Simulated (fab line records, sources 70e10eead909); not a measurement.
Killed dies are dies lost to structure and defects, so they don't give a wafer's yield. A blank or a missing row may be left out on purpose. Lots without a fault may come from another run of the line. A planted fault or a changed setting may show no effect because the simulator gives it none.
Which tool did it? | flow nand_harc | 22 lots, 66 wafers sampled, at 6 steps of a route of 1159

WHAT THE GAUGES READ, wafer by wafer
The record holds no reading of a measuring or inspecting step that can be judged against a usual standard deviation.

WHICH TOOL RAN EACH LOT (tool, then ch and the chambers of the sampled wafers, then the start)
lot  | NHARC_A_CONTACT_ETCH_130             | NHARC_A_CONTACT_DESCUM_13          | NHARC_A_CONTACT_ETCH_88            | NHARC_A_CONTACT_ETCH_89                       | NHARC_A_CONTACT_ETCH_110           | NHARC_A_BLC_ETCH_18
L074 | har_cap_etch-01 ch 0,1, day 16 15:17 | rie_diel-01 ch 0,3, day 16 20:25   | rie_diel-01 ch 0,1,2, day 16 20:30 | rie_diel-01 ch 2,3, day 16 23:08 or earlier   | rie_diel-01 ch 1,2,3, day 16 23:08 | rie_diel-05 ch 1,2, no start
L077 | har_cap_etch-03 ch 0,1, day 17 01:24 | rie_diel-01 ch 0,3, day 17 05:51   | rie_diel-01 ch 0,1,3, day 17 05:56 | rie_diel-01 ch 0,1,2, day 17 09:07 or earlier | rie_diel-12 ch 1,3, day 17 09:07   | rie_diel-06 ch 1,2, no start
L075 | har_cap_etch-02 ch 0,1, day 17 03:26 | rie_diel-01 ch 1,2,3, day 17 07:37 | rie_diel-01 ch 0,2, day 17 07:41   | rie_diel-01 ch 0,3, day 17 10:13 or earlier   | rie_diel-01 ch 0,2,3, day 17 10:13 | rie_diel-05 ch 1,3, no start
L076 | har_cap_etch-02 ch 0,1, day 17 08:20 | rie_diel-01 ch 1,2,3, day 17 15:56 | rie_diel-01 ch 0,1,3, day 17 16:04 | rie_diel-01 ch 0,1,3, day 17 18:46 or earlier | rie_diel-12 ch 0,2,3, day 17 18:46 | rie_diel-05 ch 1,2,3, no start
L078 | har_cap_etch-03 ch 0,1, day 17 11:11 | rie_diel-01 ch 0,2,3, day 17 17:43 | rie_diel-01 ch 0,1,3, day 17 17:49 | rie_diel-01 ch 1,2,3, day 17 20:26 or earlier | rie_diel-01 ch 0,1,2, day 17 20:26 | rie_diel-06 ch 0,1,2, no start
L080 | har_cap_etch-01 ch 1, day 18 04:35   | rie_diel-01 ch 0,2,3, day 18 12:20 | rie_diel-01 ch 0,2,3, day 18 12:24 | rie_diel-01 ch 1,2, day 18 15:16 or earlier   | rie_diel-01 ch 1,2, day 18 15:16   | rie_diel-05 ch 1,3, no start
L079 | har_cap_etch-03 ch 0,1, day 18 06:35 | rie_diel-12 ch 2,3, day 18 18:17   | rie_diel-12 ch 1,2,3, day 18 18:23 | rie_diel-12 ch 1,2,3, day 19 00:56 or earlier | rie_diel-01 ch 2,3, day 19 00:56   | rie_diel-05 ch 1,2, no start
L081 | har_cap_etch-02 ch 0,1, day 18 19:00 | rie_diel-02 ch 0,2,3, day 18 23:22 | rie_diel-02 ch 0,1,2, day 18 23:26 | rie_diel-02 ch 2,3, day 19 02:11 or earlier   | rie_diel-01 ch 0,2,3, day 19 02:11 | rie_diel-06 ch 2,3, no start
L083 | har_cap_etch-03 ch 0,1, day 18 20:50 | rie_diel-02 ch 0,1,3, day 19 01:44 | rie_diel-02 ch 0,1,2, day 19 01:49 | rie_diel-02 ch 0,2,3, day 19 04:20 or earlier | rie_diel-01 ch 1,2,3, day 19 04:20 | rie_diel-06 ch 1,2,3, no start
L082 | har_cap_etch-01 ch 0,1, day 19 07:28 | rie_diel-02 ch 0,2,3, day 19 12:47 | rie_diel-02 ch 0,1,2, day 19 12:52 | rie_diel-02 ch 0,1,3, day 19 15:25 or earlier | rie_diel-01 ch 0,3, day 19 15:25   | rie_diel-05 ch 1,2,3, no start
L087 | har_cap_etch-01 ch 1, day 19 20:19   | rie_diel-01 ch 2,3, day 20 01:14   | rie_diel-01 ch 0,2, day 20 01:19   | rie_diel-01 ch 2,3, day 20 04:05 or earlier   | rie_diel-01 ch 1,2, day 20 04:05   | rie_diel-11 ch 0,1,2, no start
L085 | har_cap_etch-03 ch 0,1, day 19 22:27 | rie_diel-01 ch 0,3, day 20 03:05   | rie_diel-01 ch 0,2, day 20 03:11   | rie_diel-01 ch 1,2, day 20 05:48 or earlier   | rie_diel-02 ch 0,2,3, day 20 05:48 | rie_diel-06 ch 0,1, no start
L086 | har_cap_etch-03 ch 0,1, day 20 05:18 | rie_diel-01 ch 1,2, day 20 09:55   | rie_diel-01 ch 2,3, day 20 10:00   | rie_diel-01 ch 1,2, day 20 12:41 or earlier   | rie_diel-02 ch 0,1, day 20 12:41   | rie_diel-06 ch 0,1,2, no start
L090 | har_cap_etch-02 ch 0,1, day 20 16:49 | rie_diel-12 ch 0,3, day 20 23:28   | rie_diel-12 ch 0,1, day 20 23:33   | rie_diel-12 ch 2,3, day 21 02:04 or earlier   | rie_diel-01 ch 2,3, day 21 02:04   | rie_diel-05 ch 1,2, no start
L088 | har_cap_etch-03 ch 0,1, day 20 18:34 | rie_diel-12 ch 0,3, day 21 00:49   | rie_diel-12 ch 1,2, day 21 00:55   | rie_diel-12 ch 0,1,3, day 21 03:25 or earlier | rie_diel-02 ch 1,2, day 21 03:25   | rie_diel-05 ch 0,1,2, no start
L091 | har_cap_etch-02 ch 0, day 21 06:31   | rie_diel-12 ch 0,1,3, day 21 12:39 | rie_diel-12 ch 0,2,3, day 21 12:44 | rie_diel-12 ch 0,2,3, day 21 15:20 or earlier | rie_diel-02 ch 0,1,2, day 21 15:20 | rie_diel-06 ch 0,1,3, no start
L092 | har_cap_etch-03 ch 0,1, day 21 08:33 | rie_diel-02 ch 0,2,3, day 21 13:01 | rie_diel-02 ch 0,1,2, day 21 13:06 | rie_diel-02 ch 0,2,3, day 21 15:40 or earlier | rie_diel-12 ch 1,2,3, day 21 15:40 | rie_diel-11 ch 0,1,3, no start
L094 | har_cap_etch-03 ch 0,1, day 21 22:17 | rie_diel-12 ch 0,1,3, day 22 03:46 | rie_diel-12 ch 0,2,3, day 22 03:50 | rie_diel-12 ch 1,2,3, day 22 06:49 or earlier | rie_diel-01 ch 1,2,3, day 22 06:49 | rie_diel-05 ch 0,2,3, no start
L093 | har_cap_etch-02 ch 0,1, day 22 01:36 | rie_diel-01 ch 2,3, day 22 06:15   | rie_diel-01 ch 0,2,3, day 22 06:25 | rie_diel-01 ch 0,1,3, day 22 09:26 or earlier | rie_diel-01 ch 1,2,3, day 22 09:26 | rie_diel-05 ch 0,2,3, no start
L095 | har_cap_etch-01 ch 0,1, day 22 03:50 | rie_diel-12 ch 0,1,3, day 22 08:10 | rie_diel-12 ch 0,2,3, day 22 08:15 | rie_diel-12 ch 0,1,3, day 22 10:49 or earlier | rie_diel-12 ch 0,3, day 22 10:49   | rie_diel-11 ch 0,1,3, no start
L096 | har_cap_etch-03 ch 0,1, day 22 23:43 | rie_diel-01 ch 0,1,2, day 23 07:19 | rie_diel-01 ch 0,1,2, day 23 07:25 | rie_diel-01 ch 1,3, day 23 09:57 or earlier   | rie_diel-02 ch 0,1, day 23 09:57   | rie_diel-06 ch 0,2,3, no start
L097 | har_cap_etch-03 ch 0,1, day 23 14:08 | rie_diel-01 ch 1,2, day 23 23:38   | rie_diel-01 ch 0,1, day 24 00:04   | rie_diel-01 ch 2,3, day 24 02:40 or earlier   | rie_diel-01 ch 2,3, day 24 02:40   | rie_diel-05 ch 1,2,3, no start
- NHARC_A_CONTACT_ETCH_130: etches the open film in C4F8/O2/Ar, time 155 s, target depth 956 nm.
- NHARC_A_CONTACT_DESCUM_13: chemistry O2, time 3 s.
- NHARC_A_CONTACT_ETCH_88: etches the open film in CF4, target depth 39 nm, time 65 s.
- NHARC_A_CONTACT_ETCH_89: etches the open film in N2/H2, target depth 260 nm, time 475.3 s.
- NHARC_A_CONTACT_ETCH_110: etches the open film in CF4/O2, target depth 50 nm, overetch 5 nm, time 27.5 s.
- NHARC_A_BLC_ETCH_18: etches the open film in C4F8/O2/Ar, target depth 910 nm.

WHAT THE TOOLS THEMSELVES READ (means of the sampled wafers that have a number; where no wafer has one, the mark that the record gives instead)
NHARC_A_CONTACT_DESCUM_13.
lot  | tool        | drypump_motor_current_A (A) | oes_product_au (a.u.) | rf_vpp_V (V) | showerhead_plenum_p_Torr (Torr) | throttle_valve_pct (%)
L074 | rie_diel-01 | 5.8                         | 0.993                 | 57.0         | 1.88                            | 11.320
L077 | rie_diel-01 | 5.8                         | 1.013                 | 58.3         | 1.88                            | 11.308
L075 | rie_diel-01 | 5.6                         | 1.004                 | 58.5         | 1.90                            | 11.308
L076 | rie_diel-01 | 5.6                         | 1.000                 | 58.3         | 1.90                            | 11.313
L078 | rie_diel-01 | 5.7                         | 1.007                 | 57.0         | 1.86                            | 11.311
L080 | rie_diel-01 | 5.7                         | 1.003                 | 56.8         | 1.86                            | 11.315
L079 | rie_diel-12 | 5.8                         | 1.002                 | 57.6         | 1.83                            | 11.310
L081 | rie_diel-02 | 6.0                         | 0.990                 | 57.3         | 1.96                            | 11.311
L083 | rie_diel-02 | 6.4                         | 0.989                 | 57.3         | 1.90                            | 11.312
L082 | rie_diel-02 | 6.0                         | 1.002                 | 57.9         | 1.96                            | 11.316
L087 | rie_diel-01 | 5.8                         | 0.998                 | 58.1         | 1.85                            | 11.303
L085 | rie_diel-01 | 5.9                         | 0.993                 | 57.5         | 1.88                            | 11.312
L086 | rie_diel-01 | 5.2                         | 1.000                 | 57.6         | 1.89                            | 11.305
L090 | rie_diel-12 | 6.1                         | 0.998                 | 57.8         | 1.84                            | 11.311
L088 | rie_diel-12 | 6.4                         | 0.995                 | 57.9         | 1.86                            | 11.307
L091 | rie_diel-12 | 6.0                         | 1.005                 | 57.2         | 1.88                            | 11.307
L092 | rie_diel-02 | 6.0                         | 1.005                 | 57.2         | 1.96                            | 11.297
L094 | rie_diel-12 | 6.0                         | 1.008                 | 56.7         | 1.88                            | 11.317
L093 | rie_diel-01 | 5.5                         | 1.009                 | 57.9         | 1.84                            | 11.302
L095 | rie_diel-12 | 6.0                         | 1.009                 | 57.5         | 1.88                            | 11.319
L096 | rie_diel-01 | 5.4                         | 1.015                 | 58.0         | 1.90                            | 11.306
L097 | rie_diel-01 | 5.3                         | 1.006                 | 57.9         | 1.94                            | 11.311

NHARC_A_CONTACT_ETCH_88.
lot  | tool        | drypump_motor_current_A (A) | oes_product_au (a.u.) | rf_vpp_V (V) | showerhead_plenum_p_Torr (Torr) | throttle_valve_pct (%)
L074 | rie_diel-01 | 5.4                         | 1.003                 | 150.9        | 1.77                            | 13.279
L077 | rie_diel-01 | 5.7                         | 0.995                 | 151.4        | 1.77                            | 13.277
L075 | rie_diel-01 | 5.3                         | 1.009                 | 150.8        | 1.72                            | 13.280
L076 | rie_diel-01 | 5.8                         | 1.003                 | 151.9        | 1.77                            | 13.277
L078 | rie_diel-01 | 5.7                         | 1.006                 | 150.6        | 1.77                            | 13.288
L080 | rie_diel-01 | 5.7                         | 1.000                 | 150.9        | 1.72                            | 13.283
L079 | rie_diel-12 | 5.6                         | 1.005                 | 150.2        | 1.73                            | 13.276
L081 | rie_diel-02 | 6.2                         | 1.000                 | 151.6        | 1.78                            | 13.286
L083 | rie_diel-02 | 6.2                         | 1.001                 | 151.5        | 1.78                            | 13.279
L082 | rie_diel-02 | 6.2                         | 1.001                 | 151.2        | 1.78                            | 13.274
L087 | rie_diel-01 | 5.3                         | 1.019                 | 149.6        | 1.72                            | 13.283
L085 | rie_diel-01 | 5.5                         | 0.997                 | 151.4        | 1.74                            | 13.284
L086 | rie_diel-01 | 5.5                         | 1.006                 | 150.0        | 1.71                            | 13.285
L090 | rie_diel-12 | 6.3                         | 1.004                 | 150.8        | 1.75                            | 13.289
L088 | rie_diel-12 | 5.5                         | 1.004                 | 149.9        | 1.72                            | 13.274
L091 | rie_diel-12 | 6.1                         | 1.007                 | 150.2        | 1.70                            | 13.278
L092 | rie_diel-02 | 6.2                         | 0.995                 | 152.5        | 1.77                            | 13.282
L094 | rie_diel-12 | 6.0                         | 1.001                 | 151.0        | 1.70                            | 13.284
L093 | rie_diel-01 | 5.7                         | 1.011                 | 150.7        | 1.72                            | 13.283
L095 | rie_diel-12 | 6.0                         | 0.999                 | 149.9        | 1.70                            | 13.286
L096 | rie_diel-01 | 5.4                         | 1.003                 | 150.9        | 1.76                            | 13.284
L097 | rie_diel-01 | 5.5                         | 1.008                 | 152.0        | 1.80                            | 13.285

NHARC_A_CONTACT_ETCH_89.
lot  | tool        | drypump_motor_current_A (A) | oes_product_au (a.u.) | rf_vpp_V (V) | showerhead_plenum_p_Torr (Torr) | throttle_valve_pct (%)
L074 | rie_diel-01 | 5.8                         | 0.999                 | 428.7        | 1.97                            | 14.164
L077 | rie_diel-01 | 5.4                         | 1.004                 | 430.5        | 2.04                            | 14.165
L075 | rie_diel-01 | 5.9                         | 0.998                 | 429.9        | 2.00                            | 14.170
L076 | rie_diel-01 | 5.7                         | 0.997                 | 430.4        | 2.04                            | 14.174
L078 | rie_diel-01 | 5.6                         | 1.002                 | 430.4        | 2.02                            | 14.172
L080 | rie_diel-01 | 5.2                         | 1.005                 | 430.4        | 2.02                            | 14.176
L079 | rie_diel-12 | 5.6                         | 1.011                 | 429.0        | 1.99                            | 14.170
L081 | rie_diel-02 | 5.7                         | 0.997                 | 433.5        | 2.17                            | 14.176
L083 | rie_diel-02 | 6.0                         | 0.999                 | 430.9        | 2.09                            | 14.175
L082 | rie_diel-02 | 6.5                         | 0.997                 | 429.9        | 2.02                            | 14.176
L087 | rie_diel-01 | 5.8                         | 1.000                 | 428.8        | 1.97                            | 14.175
L085 | rie_diel-01 | 5.2                         | 1.006                 | 429.8        | 2.02                            | 14.167
L086 | rie_diel-01 | 5.2                         | 1.013                 | 428.9        | 2.01                            | 14.164
L090 | rie_diel-12 | 5.8                         | 0.999                 | 426.7        | 1.93                            | 14.174
L088 | rie_diel-12 | 6.0                         | 1.013                 | 429.4        | 2.00                            | 14.175
L091 | rie_diel-12 | 6.1                         | 0.992                 | 427.7        | 1.95                            | 14.172
L092 | rie_diel-02 | 6.0                         | 1.005                 | 432.4        | 2.09                            | 14.174
L094 | rie_diel-12 | 5.6                         | 1.003                 | 428.3        | 1.98                            | 14.168
L093 | rie_diel-01 | 5.8                         | 1.007                 | 429.9        | 2.03                            | 14.175
L095 | rie_diel-12 | 6.0                         | 1.017                 | 428.4        | 2.00                            | 14.163
L096 | rie_diel-01 | 5.9                         | 0.999                 | 430.5        | 2.01                            | 14.168
L097 | rie_diel-01 | 5.8                         | 1.014                 | 428.0        | 1.96                            | 14.177

NHARC_A_CONTACT_ETCH_110.
lot  | tool        | drypump_motor_current_A (A) | oes_o_777_au (a.u.) | oes_product_au (a.u.) | rf_vpp_V (V) | showerhead_plenum_p_Torr (Torr) | throttle_valve_pct (%)
L074 | rie_diel-01 | 5.6                         | 1.003               | 0.999                 | 197.4        | 1.32                            | 13.401
L077 | rie_diel-12 | 5.7                         | 1.001               | 1.001                 | 196.7        | 1.31                            | 13.405
L075 | rie_diel-01 | 5.7                         | 0.995               | 1.005                 | 197.3        | 1.30                            | 13.387
L076 | rie_diel-12 | 6.1                         | 1.002               | 0.998                 | 196.1        | 1.29                            | 13.394
L078 | rie_diel-01 | 5.4                         | 0.994               | 1.002                 | 197.2        | 1.33                            | 13.399
L080 | rie_diel-01 | 5.2                         | 1.006               | 1.004                 | 197.3        | 1.32                            | 13.399
L079 | rie_diel-01 | 5.8                         | 1.001               | 0.999                 | 197.1        | 1.29                            | 13.399
L081 | rie_diel-01 | 5.7                         | 0.998               | 1.009                 | 196.6        | 1.30                            | 13.399
L083 | rie_diel-01 | 5.6                         | 0.998               | 0.996                 | 197.7        | 1.32                            | 13.400
L082 | rie_diel-01 | 6.0                         | 1.005               | 0.998                 | 197.5        | 1.30                            | 13.405
L087 | rie_diel-01 | 5.3                         | 0.994               | 1.002                 | 198.1        | 1.36                            | 13.397
L085 | rie_diel-02 | 6.0                         | 0.998               | 0.994                 | 198.8        | 1.36                            | 13.397
L086 | rie_diel-02 | 6.6                         | 1.001               | 0.985                 | 196.8        | 1.29                            | 13.401
L090 | rie_diel-01 | 5.5                         | 1.000               | 1.008                 | 197.3        | 1.29                            | 13.397
L088 | rie_diel-02 | 5.8                         | 1.004               | 0.997                 | 198.1        | 1.39                            | 13.398
L091 | rie_diel-02 | 6.2                         | 1.000               | 0.996                 | 197.6        | 1.34                            | 13.397
L092 | rie_diel-12 | 5.6                         | 1.002               | 1.002                 | 196.8        | 1.30                            | 13.386
L094 | rie_diel-01 | 5.6                         | 1.001               | 1.007                 | 197.7        | 1.32                            | 13.405
L093 | rie_diel-01 | 5.6                         | 1.001               | 1.000                 | 197.0        | 1.32                            | 13.405
L095 | rie_diel-12 | 6.2                         | 0.999               | 1.001                 | 196.6        | 1.29                            | 13.388
L096 | rie_diel-02 | 6.7                         | 1.000               | 1.007                 | 196.9        | 1.29                            | 13.403
L097 | rie_diel-01 | 5.8                         | 0.995               | 1.013                 | 197.2        | 1.29                            | 13.395

NHARC_A_BLC_ETCH_18.
lot  | tool        | oes_product_au (a.u.) | rf_vpp_V (V)
L074 | rie_diel-05 | 0.961                 | 982
L077 | rie_diel-06 | 0.960                 | 982
L075 | rie_diel-05 | 0.972                 | 984
L076 | rie_diel-05 | 0.973                 | 985
L078 | rie_diel-06 | 0.984                 | 980
L080 | rie_diel-05 | 0.928                 | 981
L079 | rie_diel-05 | 0.924                 | 984
L081 | rie_diel-06 | 0.968                 | 981
L083 | rie_diel-06 | 0.960                 | 980
L082 | rie_diel-05 | 0.939                 | 984
L087 | rie_diel-11 | 0.958                 | 980
L085 | rie_diel-06 | 0.961                 | 981
L086 | rie_diel-06 | 0.968                 | 979
L090 | rie_diel-05 | 0.915                 | 984
L088 | rie_diel-05 | 0.929                 | 978
L091 | rie_diel-06 | 0.925                 | 982
L092 | rie_diel-11 | 0.970                 | 982
L094 | rie_diel-05 | 0.933                 | 981
L093 | rie_diel-05 | 0.924                 | 981
L095 | rie_diel-11 | 0.921                 | 980
L096 | rie_diel-06 | 0.973                 | 979
L097 | rie_diel-05 | 0.969                 | 984

THE ANSWER, worked out from the rows above alone
Rule: what is usual is taken from the lots themselves. Put in order of their means at a reading, lots are off if they are a third of the lots or fewer, leave a main group of 4 or more, and stand apart from it by a gap of 3 or more times the standard deviation of the main group's means; of several such gaps the widest counts. A main group whose means are all the same, to the digits that the tables above print for the reading, isn't used. A lot without any number at a reading at which 4 lots or more have one is off too. The other lots that the step has rows for count as sound. The gauges are gone through in route order, then the tools' own readings, and for those a lot's mean is taken as printed above. The first step at which some lot is off is used, and at that step the reading that is off furthest; a lot without a number counts as furthest.
No lot is off at any reading shown: from this, nothing can be told.

WHAT THE SIMULATOR HAD PUT IN
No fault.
